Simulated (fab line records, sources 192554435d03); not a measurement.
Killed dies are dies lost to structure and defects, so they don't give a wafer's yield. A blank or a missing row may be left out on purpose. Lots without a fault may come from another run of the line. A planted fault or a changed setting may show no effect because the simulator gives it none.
Chamber matching | flow n5_finfet | N5_MOL_CONTACT_COAG_ETCH_47 on rie_diel-03: 4 sister chambers
The step etches SiNx in CH3F/O2, stops on W, target depth 27 nm. 4 wafers are shown with their chamber, then 8 later ones without.

WAFERS WITH THEIR CHAMBER
wafer  | chamber | showerhead_plenum_p_Torr (Torr)
L077.3 | 1       | 1.96
L084.2 | 2       | 2.07
L084.6 | 3       | 1.97
L087.1 | 0       | 2.00

WAFERS WITHOUT THEIR CHAMBER
wafer  | showerhead_plenum_p_Torr (Torr)
L087.5 | 1.97
L087.6 | 2.00
L088.1 | 1.97
L088.4 | 1.95
L088.5 | 1.97
L093.1 | 1.99
L093.4 | 1.95
L093.6 | 1.96

WHICH CHAMBER EACH WENT THROUGH
wafer  | from the rows above     | in truth
L087.5 | can't be placed: 3 or 1 | 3
L087.6 | 0                       | 0
L088.1 | can't be placed: 3 or 1 | 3
L088.4 | can't be placed: 1 or 3 | 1
L088.5 | can't be placed: 3 or 1 | 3
L093.1 | can't be placed: 0 or 3 | 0
L093.4 | can't be placed: 1 or 3 | 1
L093.6 | can't be placed: 1 or 3 | 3
Placed correctly: 1 of 8. Can't be placed from these rows: 7 (the true chamber is among the candidates in 7). Placed wrongly: 0.
How it was worked out, from the rows above alone: a wafer's distance from a chamber is the root of the sum, over the readings, of the square of ((its reading less the chamber's mean) divided by the reading's scatter). The wafer belongs to the nearest chamber; if the next one is less than 2 further off, it can't be placed. A chamber's mean is the mean of its shown wafers. The scatter: with one shown wafer a chamber, the root of the mean of the squares of how far each hidden wafer lies from its nearest shown one.
